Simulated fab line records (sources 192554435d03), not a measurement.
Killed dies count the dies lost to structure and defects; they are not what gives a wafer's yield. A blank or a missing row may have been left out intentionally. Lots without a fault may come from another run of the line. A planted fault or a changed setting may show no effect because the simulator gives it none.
fab line records	flow n5_finfet	part 1 of 2: steps 1 to 15 of 23
[record] lots = 5	wafers = 15	last_day = 16
route steps=1938 shown GATE_CUT@495 MOL_CONTACT_COAG@517
lots that met no fault: from a run of the same line without faults
start_h: start of the lot's first displayed wafer, in hours after the record's first day	wait_h: time in hours since the lot's previous step	" unchanged from the row above	L1.1+2: one row covering several wafers at once	- either no value or no given start	* or withheld: withheld	< > ~ a bound
route shown NAME@n: names a module that has steps shown in the file, with the first one's number in the route	usual: the fault-free wafers' mean and standard deviation	same: alike in all rows	chamber/n: place in a boat	sites: the reading at each site	_std_site: standard deviation across them	_edge_site: the outer-site mean with the inner-site mean subtracted	radius_mm: how far each site lies from the wafer's centre	mask NAME#n: copy n	behind: tool/chamber where the wafer was last shaped	hold: why the lot was held/for how many hours/how that ended	device: names the non-switching transistor (n, p or np)	end of line: tests run on the same wafers once the route is complete	where a step has no rows: the recipe by itself	killed: not the wafer's yield, but the dies lost to structure and defects at the first sort	map: per-die view of a wafer (x killed, . not killed, _ where there is no die)
set.NAME: the run value of the setting; set.NAME@STEP: its run value at that earlier step	model.NAME: the simulator's own value behind a step, which no gauge read
a table for each step, a row for each wafer; lots at some steps of the route
services: from which hour (start_h, from the record's first day; less than 0 if before it) a tool's chamber was out of use, for how many hours, and why
[[steps]]
[step N5_GATE_CUT_STRIP_39]
[recipe] chemistry = N2/H2	temp_c = 40	n2_flow_sccm = 200	h2_flow_sccm = 200	rf_frequency_hz = 6e+07
lot.wafer	tool	chamber	start_h	wait_h
L076.1+3+5	rie_diel-06	2,3,1	96.47	0.0
L078.1+5+6	rie_diel-06	1,3,0	105.51	0.0
L082.2+3+4	rie_diel-02	1,0,3	136.98	0.0
L090.1+5+6	rie_diel-01	2,2,3	179.36	0.0
L091.1+4+6	rie_diel-01	1,0,0	187.82	0.0
[step N5_GATE_CUT_HM_OPEN_40]
[recipe] chemistry = C4F6/O2	target = SiO2	mask_material = SiARC	target_depth_a = 1390	time_s = 85.1	ion_energy_ev = 250	pressure_mtorr = 30	source_w = 345	bias_w = 185	Ar_flow_sccm = 300	C4F6_flow_sccm = 10	O2_flow_sccm = 10	ends = cleared
[usual] drypump_motor_current_A = 5.4/0.47	etch_rf_on_time_s = 94.0/1.6	oes_product_au = 0.68/0.049	rf_vpp_V = 662/7.9	showerhead_plenum_p_Torr = 2.80/0.1	throttle_valve_pct = 20.89/0.2
lot.wafer	tool	chamber	start_h	wait_h	drypump_motor_current_A	etch_rf_on_time_s	oes_product_au	rf_hours_counter_h	rf_vpp_V	showerhead_plenum_p_Torr	throttle_valve_pct
L076.1	rie_diel-06	2	96.48	0.0	5.0	92.3	0.69	126	650	2.76	20.91
L076.3	"	3	"	"	5.6	94.4	0.62	202	660	2.71	20.79
L076.5	"	1	"	"	5.0	94.9	0.71	-	653	2.75	20.90
L078.1	rie_diel-06	1	105.52	0.0	5.0	94.0	0.71	120	653	2.75	20.90
L078.5	"	3	"	"	5.6	96.0	0.63	-	661	2.71	20.82
L078.6	"	0	"	"	5.5	95.9	0.66	-	679	2.86	21.26
L082.2	rie_diel-02	1	136.99	0.0	6.3	92.8	0.71	138	659	2.74	20.69
L082.3	"	0	"	"	5.3	93.2	0.80	34	670	3.01	20.58
L082.4	"	3	"	"	5.9	93.1	0.71	127	670	2.86	20.85
L090.1	rie_diel-01	2	179.37	0.0	6.3	94.0	0.66	158	666	2.83	20.73
L090.5	"	2	"	"	6.3	97.7	0.65	-	667	2.83	20.73
L090.6	"	3	"	"	5.7	93.9	0.63	-	663	2.82	21.04
L091.1	rie_diel-01	1	187.83	0.0	4.7	96.0	0.64	192	664	2.96	21.24
L091.4	"	0	"	"	5.4	93.7	0.71	109	659	2.65	20.75
L091.6	"	0	"	"	5.4	92.5	0.71	-	657	2.65	20.76
[step N5_GATE_CUT_STRIP_41]
[recipe] chemistry = CF4	resist = SiARC	power_w = 300	bias_power_w = 75	pressure_mtorr = 50	cf4_flow_sccm = 150	rf_frequency_hz = 6e+07
[usual] cf4_flow_sccm = 150.0/0.42	drypump_motor_current_A = 5.4/0.47	oes_product_au = 0.176/0.013	rf_vpp_V = 270.4/1.6	showerhead_plenum_p_Torr = 1.76/0.062	throttle_valve_pct = 13.55/0.18
lot.wafer	tool	chamber	start_h	wait_h	cf4_flow_sccm	drypump_motor_current_A	oes_product_au	rf_hours_counter_h	rf_vpp_V	showerhead_plenum_p_Torr	throttle_valve_pct
L076.1	rie_diel-06	2	96.54	0.0	150.1	5.0	0.176	126	269.5	1.74	13.55
L076.3	"	3	"	"	150.2	5.6	0.162	202	267.6	1.71	13.53
L076.5	"	1	"	"	150.0	5.0	0.185	-	269.6	1.74	13.59
L078.1	rie_diel-06	1	105.58	0.0	150.0	4.9	0.183	120	271.0	1.74	13.60
L078.5	"	3	"	"	149.8	5.6	0.163	-	268.6	1.71	13.53
L078.6	"	0	"	"	149.6	5.5	0.172	-	272.4	1.80	13.82
L082.2	rie_diel-02	1	137.05	0.0	149.7	6.2	0.178	138	270.1	1.72	13.37
L082.3	"	0	"	"	150.3	5.2	0.215	34	273.9	1.90	13.17
L082.4	"	3	"	"	150.1	5.9	0.179	127	270.8	1.81	13.55
L090.1	rie_diel-01	2	179.44	0.0	149.4	6.3	0.169	158	269.9	1.79	13.48
L090.5	"	2	"	"	149.5	6.3	0.170	-	272.3	1.79	13.47
L090.6	"	3	"	"	150.1	5.7	0.157	-	270.7	1.78	13.76
L091.1	rie_diel-01	1	187.90	0.0	149.4	4.7	0.167	192	272.2	1.85	13.84
L091.4	"	0	"	"	150.5	5.4	0.179	109	267.7	1.67	13.37
L091.6	"	0	"	"	150.4	5.4	0.187	-	268.6	1.67	13.37
[step N5_GATE_CUT_STRIP_42]
[recipe] chemistry = O2	power_w = 400	temp_c = 40	pressure_mtorr = 30	rf_frequency_hz = 6e+07	bias_power_w = 0	overash_fraction = 0.3	o2_flow_sccm = 225
[usual] drypump_motor_current_A = 5.4/0.47	oes_product_au = 0.76/0.055	rf_vpp_V = 3.7/0.48	showerhead_plenum_p_Torr = 2.05/0.079	temp_c = 39.98/0.099	throttle_valve_pct = 16.61/0.16
lot.wafer	tool	chamber	start_h	wait_h	drypump_motor_current_A	oes_product_au	rf_hours_counter_h	rf_vpp_V	showerhead_plenum_p_Torr	temp_c	throttle_valve_pct
L076.1	rie_diel-06	2	96.56	0.0	5.0	0.77	126	3.7	2.01	40.17	16.55
L076.3	"	3	"	"	5.6	0.69	202	3.8	2.00	40.26	16.61
L076.5	"	1	"	"	4.9	0.80	-	3.7	2.03	39.97	16.64
L078.1	rie_diel-06	1	105.60	0.0	4.9	0.79	120	4.3	2.02	39.89	16.66
L078.5	"	3	"	"	5.6	0.69	-	4.1	1.99	40.03	16.62
L078.6	"	0	"	"	5.5	0.75	-	3.6	2.09	39.98	16.90
L082.2	rie_diel-02	1	137.07	0.0	6.3	0.78	138	3.1	2.01	39.89	16.49
L082.3	"	0	"	"	5.3	0.89	34	3.7	2.23	39.90	16.31
L082.4	"	3	"	"	5.9	0.79	127	2.7	2.11	40.03	16.59
L090.1	rie_diel-01	2	179.46	0.0	6.3	0.73	158	4.0	2.10	40.02	16.58
L090.5	"	2	"	"	6.3	0.73	-	3.5	2.10	39.93	16.57
L090.6	"	3	"	"	5.7	0.70	-	2.9	2.06	39.95	16.71
L091.1	rie_diel-01	1	187.92	0.0	4.7	0.71	192	2.8	2.17	39.96	16.89
L091.4	"	0	"	"	5.4	0.78	109	4.7	1.94	39.86	16.45
L091.6	"	0	"	"	5.4	0.79	-	4.2	1.94	40.03	16.44
[step N5_GATE_CUT_ETCH_19]
[recipe] chemistry = CH3F/O2	target = SiNx	mask_material = SiO2	target_depth_a = 537	time_s = 76.7	pressure_mtorr = 30	source_w = 395	bias_w = 73	Ar_flow_sccm = 150	CH3F_flow_sccm = 30	O2_flow_sccm = 20	ion_energy_ev = 120	ends = cleared
[usual] drypump_motor_current_A = 5.4/0.47	etch_rf_on_time_s = 77.1/0.93	oes_product_au = 0.65/0.047	rf_vpp_V = 296/3.5	showerhead_plenum_p_Torr = 1.96/0.074	throttle_valve_pct = 16.31/0.19
lot.wafer	tool	chamber	start_h	wait_h	drypump_motor_current_A	etch_rf_on_time_s	oes_product_au	rf_hours_counter_h	rf_vpp_V	showerhead_plenum_p_Torr	throttle_valve_pct
L076.1	rie_diel-06	2	96.60	0.0	5.0	77.1	0.65	127	290	1.93	16.31
L076.3	"	3	"	"	5.6	77.4	0.60	202	295	1.90	16.28
L076.5	"	1	"	"	5.0	76.4	0.68	-	292	1.93	16.31
L078.1	rie_diel-06	1	105.64	0.0	4.9	76.1	0.68	120	292	1.93	16.32
L078.5	"	3	"	"	5.6	76.1	0.60	-	295	1.90	16.26
L078.6	"	0	"	"	5.6	77.4	0.63	-	303	2.01	16.64
L082.2	rie_diel-02	1	137.11	0.0	6.3	76.9	0.67	138	296	1.92	16.15
L082.3	"	0	"	"	5.3	76.5	0.76	34	301	2.12	15.95
L082.4	"	3	"	"	5.9	76.6	0.66	127	299	2.01	16.26
L090.1	rie_diel-01	2	179.50	0.0	6.3	76.8	0.63	158	297	1.99	16.20
L090.5	"	2	"	"	6.3	76.7	0.63	-	296	1.99	16.21
L090.6	"	3	"	"	5.7	76.2	0.59	-	297	1.98	16.48
L091.1	rie_diel-01	1	187.96	0.0	4.7	77.2	0.60	192	299	2.08	16.64
L091.4	"	0	"	"	5.4	76.6	0.67	109	294	1.86	16.15
L091.6	"	0	"	"	5.4	76.5	0.68	-	294	1.86	16.15
[step N5_GATE_CUT_CUT_ETCH_53]
[recipe] chemistry = SF6/Cl2	target = W	mask_material = SiO2	target_depth_a = 792	pressure_mtorr = 8	icp_w = 900	bias_w = 80	SF6_flow_sccm = 40	Cl2_flow_sccm = 60	ends = cleared
[usual] drypump_motor_current_A = 5.6/0.44	etch_rf_on_time_s = 26.1/0.36	he_backside_leak_sccm = 3.3/0.31	oes_product_au = 0.73/0.09	throttle_valve_pct = 29.04/0.26
lot.wafer	tool	chamber	start_h	wait_h	drypump_motor_current_A	etch_rf_on_time_s	he_backside_leak_sccm	oes_product_au	rf_hours_counter_h	throttle_valve_pct
L076.1	rie_metal-01	1	96.71	0.1	5.7	26.2	3.2	0.64	72	29.11
L076.3	"	1	"	"	5.7	26.3	3.3	0.64	-	29.12
L076.5	"	0	"	"	5.1	26.5	3.3	0.53	-	29.40
L078.1	rie_metal-02	0	105.75	0.1	5.1	25.8	3.2	0.82	9	28.72
L078.5	"	1	"	"	6.3	26.0	3.7	0.79	-	28.72
L078.6	"	0	"	"	5.2	25.8	3.2	0.81	-	28.72
L082.2	rie_metal-03	1	137.22	0.1	6.0	26.0	3.4	0.78	18	29.37
L082.3	"	0	"	"	5.5	25.7	3.1	0.69	-	29.06
L082.4	"	1	"	"	6.0	26.0	3.3	0.78	-	29.36
L090.1	rie_metal-03	0	179.60	0.1	5.5	25.5	3.3	0.68	54	29.07
L090.5	"	0	"	"	5.5	25.6	3.2	0.68	-	29.05
L090.6	"	1	"	"	6.0	25.9	3.4	0.77	-	29.38
L091.1	rie_metal-02	0	188.06	0.1	5.1	26.1	3.2	0.77	18	28.73
L091.4	"	0	"	"	5.1	26.2	3.2	0.77	-	28.74
L091.6	"	0	"	"	5.2	26.2	3.1	0.77	-	28.74
[step N5_GATE_CUT_CUT_ETCH_54]
[recipe] chemistry = Cl2/BCl3	target = TiN	mask_material = SiO2	target_depth_a = 967	pressure_mtorr = 10	icp_w = 1000	bias_w = 126	Cl2_flow_sccm = 53.25	bcl3_flow_sccm = 21.75	Ar_flow_sccm = 25	ends = cleared
[usual] drypump_motor_current_A = 5.6/0.44	etch_rf_on_time_s = 36.4/0.51	he_backside_leak_sccm = 3.30/0.21	oes_product_au = 0.73/0.089	throttle_valve_pct = 22.35/0.25
lot.wafer	tool	chamber	start_h	wait_h	drypump_motor_current_A	etch_rf_on_time_s	he_backside_leak_sccm	oes_product_au	rf_hours_counter_h	throttle_valve_pct
L076.1	rie_metal-01	1	96.77	0.0	5.7	36.6	3.25	0.65	72	22.48
L076.3	"	1	"	"	5.7	36.4	3.32	0.64	-	22.46
L076.5	"	0	"	"	5.1	37.4	3.50	0.52	-	22.82
L078.1	rie_metal-02	0	105.81	0.0	5.2	36.2	3.27	0.81	9	22.04
L078.5	"	1	"	"	6.3	36.3	3.66	0.78	-	22.03
L078.6	"	0	"	"	5.2	36.1	3.38	0.82	-	22.03
L082.2	rie_metal-03	1	137.30	0.1	6.0	36.0	3.37	0.78	18	22.58
L082.3	"	0	"	"	5.5	35.4	3.43	0.69	-	22.40
L082.4	"	1	"	"	6.0	36.2	3.32	0.78	-	22.57
L090.1	rie_metal-03	0	179.66	0.0	5.5	35.6	3.22	0.68	54	22.40
L090.5	"	0	"	"	5.5	35.4	3.08	0.69	-	22.40
L090.6	"	1	"	"	6.0	35.5	3.39	0.77	-	22.58
L091.1	rie_metal-02	0	188.18	0.1	5.2	36.0	3.17	0.78	18	22.06
L091.4	"	0	"	"	5.1	36.4	3.28	0.77	-	22.07
L091.6	"	0	"	"	5.2	36.5	3.23	0.78	-	22.05
[step N5_GATE_CUT_CUT_ETCH_55]
[recipe] chemistry = BCl3	target = HfO2	mask_material = SiO2	target_depth_a = 32	ion_energy_ev = 30	pressure_mtorr = 5	icp_w = 450	bias_w = 18	bcl3_flow_sccm = 80
[usual] drypump_motor_current_A = 5.6/0.44	he_backside_leak_sccm = 3.3/0.31	oes_product_au = 0.81/0.099	throttle_valve_pct = 33.26/0.26
lot.wafer	tool	chamber	start_h	wait_h	drypump_motor_current_A	he_backside_leak_sccm	oes_product_au	rf_hours_counter_h	throttle_valve_pct
L076.1	rie_metal-01	1	96.83	0.0	5.8	3.2	0.71	72	33.39
L076.3	"	1	"	"	5.7	3.2	0.71	-	33.39
L076.5	"	0	"	"	5.1	3.3	0.57	-	33.41
L078.1	rie_metal-02	0	105.87	0.0	5.2	3.2	0.91	9	32.91
L078.5	"	1	"	"	6.3	3.6	0.86	-	32.98
L078.6	"	0	"	"	5.1	3.2	0.90	-	32.89
L082.2	rie_metal-03	1	137.38	0.1	6.0	3.2	0.87	18	33.67
L082.3	"	0	"	"	5.5	3.1	0.75	-	33.27
L082.4	"	1	"	"	6.0	3.1	0.86	-	33.67
L090.1	rie_metal-03	0	179.72	0.0	5.5	3.2	0.75	54	33.25
L090.5	"	0	"	"	5.5	3.2	0.75	-	33.26
L090.6	"	1	"	"	6.0	3.3	0.86	-	33.68
L091.1	rie_metal-02	0	188.30	0.1	5.1	3.3	0.85	18	32.92
L091.4	"	0	"	"	5.1	3.2	0.85	-	32.93
L091.6	"	0	"	"	5.1	3.2	0.84	-	32.92
[step N5_GATE_CUT_ETCH_47]
[recipe] chemistry = Cl2/BCl3	target = SiO2	target_depth_a = 100	pressure_mtorr = 10	icp_w = 1000	bias_w = 126	Cl2_flow_sccm = 53.25	bcl3_flow_sccm = 21.75	Ar_flow_sccm = 25
[usual] drypump_motor_current_A = 5.6/0.44	he_backside_leak_sccm = 3.28/0.16	oes_product_au = 0.81/0.099	throttle_valve_pct = 22.90/0.25
lot.wafer	tool	chamber	start_h	wait_h	drypump_motor_current_A	he_backside_leak_sccm	oes_product_au	rf_hours_counter_h	throttle_valve_pct
L076.1	rie_metal-01	1	96.86	0.0	5.8	3.13	0.71	72	23.00
L076.3	"	1	"	"	5.8	3.15	0.71	-	23.00
L076.5	"	0	"	"	5.1	3.28	0.57	-	23.33
L078.1	rie_metal-02	0	105.90	0.0	5.1	3.17	0.89	10	22.56
L078.5	"	1	"	"	6.3	3.52	0.85	-	22.59
L078.6	"	0	"	"	5.1	3.16	0.89	-	22.60
L082.2	rie_metal-03	1	137.41	0.0	6.0	3.46	0.86	18	23.12
L082.3	"	0	"	"	5.5	3.22	0.76	-	22.98
L082.4	"	1	"	"	6.0	3.24	0.87	-	23.13
L090.1	rie_metal-03	0	179.75	0.0	5.5	3.01	0.74	54	22.96
L090.5	"	0	"	"	5.5	3.16	0.75	-	22.96
L090.6	"	1	"	"	6.0	3.19	0.85	-	23.13
L091.1	rie_metal-02	0	188.36	0.1	5.2	3.28	0.85	18	22.60
L091.4	"	0	"	"	5.2	3.16	0.85	-	22.60
L091.6	"	0	"	"	5.2	3.28	0.85	-	22.60
[step N5_GATE_CUT_VAPOR_ETCH_48]
[recipe] chemistry = BCl3/Cl2	target = TiN	mode = isotropic
[usual] drypump_motor_current_A = 5.6/0.44	he_backside_leak_sccm = 3.30/0.27	oes_product_au = 0.81/0.099
lot.wafer	tool	chamber	start_h	wait_h	drypump_motor_current_A	he_backside_leak_sccm	oes_product_au
L076.1	rie_metal-01	1	96.89	0.0	5.8	3.21	0.71
L076.3	"	1	"	"	5.8	3.08	0.71
L076.5	"	0	"	"	5.2	3.40	0.58
L078.1	rie_metal-02	0	105.93	0.0	5.2	3.11	0.90
L078.5	"	1	"	"	6.3	3.83	0.86
L078.6	"	0	"	"	5.2	3.23	0.89
L082.2	rie_metal-03	1	137.44	0.0	6.0	3.28	0.86
L082.3	"	0	"	"	5.5	3.27	0.75
L082.4	"	1	"	"	6.0	3.31	0.87
L090.1	rie_metal-03	0	179.78	0.0	5.5	2.84	0.75
L090.5	"	0	"	"	5.5	3.00	0.74
L090.6	"	1	"	"	6.0	3.25	0.84
L091.1	rie_metal-02	0	188.42	0.1	5.1	3.16	0.85
L091.4	"	0	"	"	5.2	3.21	0.86
L091.6	"	0	"	"	5.2	3.29	0.86
[step N5_GATE_CUT_VAPOR_ETCH_49]
[recipe] chemistry = BCl3/Cl2	target = TiAlC	mode = isotropic
[usual] drypump_motor_current_A = 5.6/0.44	he_backside_leak_sccm = 3.30/0.24	oes_product_au = 0.81/0.098
lot.wafer	tool	chamber	start_h	wait_h	drypump_motor_current_A	he_backside_leak_sccm	oes_product_au
L076.1	rie_metal-01	1	96.92	0.0	5.7	3.23	0.71
L076.3	"	1	"	"	5.7	3.27	0.71
L076.5	"	0	"	"	5.1	3.49	0.58
L078.1	rie_metal-02	0	105.96	0.0	5.1	3.20	0.89
L078.5	"	1	"	"	6.3	3.68	0.85
L078.6	"	0	"	"	5.1	3.15	0.89
L082.2	rie_metal-03	1	137.47	0.0	6.0	3.23	0.86
L082.3	"	0	"	"	5.5	3.12	0.76
L082.4	"	1	"	"	6.0	3.21	0.86
L090.1	rie_metal-03	0	179.81	0.0	5.5	3.24	0.74
L090.5	"	0	"	"	5.5	3.22	0.74
L090.6	"	1	"	"	6.0	3.27	0.84
L091.1	rie_metal-02	0	188.48	0.1	5.1	3.29	0.85
L091.4	"	0	"	"	5.1	3.31	0.85
L091.6	"	0	"	"	5.1	3.29	0.85
[step N5_GATE_CUT_VAPOR_ETCH_51]
[recipe] chemistry = BCl3/Cl2	target = HfO2	mode = isotropic
[usual] drypump_motor_current_A = 5.6/0.44	he_backside_leak_sccm = 3.31/0.26	oes_product_au = 0.81/0.099
lot.wafer	tool	chamber	start_h	wait_h	drypump_motor_current_A	he_backside_leak_sccm	oes_product_au
L076.1	rie_metal-01	1	96.95	0.0	5.7	3.26	0.71
L076.3	"	1	"	"	5.8	3.22	0.71
L076.5	"	0	"	"	5.1	3.36	0.58
L078.1	rie_metal-02	0	105.99	0.0	5.1	3.30	0.90
L078.5	"	1	"	"	6.3	3.60	0.87
L078.6	"	0	"	"	5.1	3.06	0.90
L082.2	rie_metal-03	1	137.50	0.0	6.0	3.17	0.86
L082.3	"	0	"	"	5.5	3.16	0.75
L082.4	"	1	"	"	6.0	3.28	0.87
L090.1	rie_metal-03	0	179.84	0.0	5.5	3.26	0.75
L090.5	"	0	"	"	5.5	3.31	0.75
L090.6	"	1	"	"	6.0	3.30	0.85
L091.1	rie_metal-02	0	188.54	0.1	5.1	3.12	0.85
L091.4	"	0	"	"	5.2	3.19	0.84
L091.6	"	0	"	"	5.2	3.18	0.85
[step N5_GATE_CUT_STRIP_21]
[recipe] chemistry = N2/H2	time_s = 30	power_w = 1000	temp_c = 250	pressure_mtorr = withheld	n2_flow_sccm = 1750	h2_flow_sccm = 3250
[usual] drypump_motor_current_A = 5.57/0.18	heater_power_w = 346/25	temp_c = 250.02/0.17
lot.wafer	tool	chamber	start_h	wait_h	drypump_motor_current_A	heater_power_w	rf_hours_counter_h	temp_c
L076.1	plasma_asher-02	0	97.05	0.1	5.40	349	43	249.92
L076.3	"	1	"	"	5.71	333	-	250.23
L076.5	"	0	"	"	5.36	340	-	250.11
L078.1	plasma_asher-01	0	106.04	0.0	5.45	316	95	250.19
L078.5	"	0	"	"	5.47	320	-	250.01
L078.6	"	1	"	"	5.78	389	-	250.25
L082.2	plasma_asher-02	1	137.55	0.0	5.72	343	51	250.27
L082.3	"	1	"	"	5.73	340	-	249.94
L082.4	"	0	"	"	5.35	337	-	249.96
L090.1	plasma_asher-01	0	179.90	0.0	5.44	320	111	249.88
L090.5	"	0	"	"	5.44	320	-	250.26
L090.6	"	1	"	"	5.77	378	-	250.19
L091.1	plasma_asher-02	0	188.63	0.1	5.36	339	61	249.83
L091.4	"	0	"	"	5.39	339	-	249.91
L091.6	"	0	"	"	5.37	336	-	250.15
[step N5_GATE_CUT_STRIP_29]
[recipe] chemistry = post_etch_residue_remover	time_s = 60	temp_c = 25	remover_ph = withheld	remover_water_wt_pct = withheld	remover_fluoride_wt_pct = withheld
[usual] temp_c = 24.99/0.11
lot.wafer	tool	chamber	start_h	wait_h	temp_c
L076.1	wet_bench-01	1	97.14	0.1	25.12
L076.3	"	6	"	"	24.78
L076.5	"	2	"	"	25.02
L078.1	wet_bench-04	6	106.13	0.1	25.01
L078.5	"	7	"	"	24.90
L078.6	"	5	"	"	24.93
L082.2	wet_bench-05	5	137.64	0.1	25.11
L082.3	"	7	"	"	24.94
L082.4	"	0	"	"	25.05
L090.1	wet_bench-05	5	179.99	0.1	25.02
L090.5	"	6	"	"	24.87
L090.6	"	7	"	"	25.24
L091.1	wet_bench-05	6	188.72	0.1	24.95
L091.4	"	5	"	"	24.83
L091.6	"	4	"	"	24.92
[step N5_GATE_CUT_SRD_52]
[recipe] dry = ipa_marangoni	time_s = 30	temp_c = 23	rinse_liquid = diw
[usual] temp_c = 23.00/0.11
lot.wafer	tool	chamber	start_h	wait_h	temp_c
L076.1	wet_bench-01	1	97.16	0.0	22.97
L076.3	"	6	"	"	22.91
L076.5	"	2	"	"	23.10
L078.1	wet_bench-04	6	106.14	0.0	23.28
L078.5	"	7	"	"	22.97
L078.6	"	5	"	"	23.01
L082.2	wet_bench-05	5	137.66	0.0	23.02
L082.3	"	7	"	"	22.93
L082.4	"	0	"	"	22.83
L090.1	wet_bench-05	5	180.01	0.0	23.05
L090.5	"	6	"	"	23.08
L090.6	"	7	"	"	23.10
L091.1	wet_bench-05	6	188.74	0.0	22.93
L091.4	"	5	"	"	23.01
L091.6	"	4	"	"	22.71
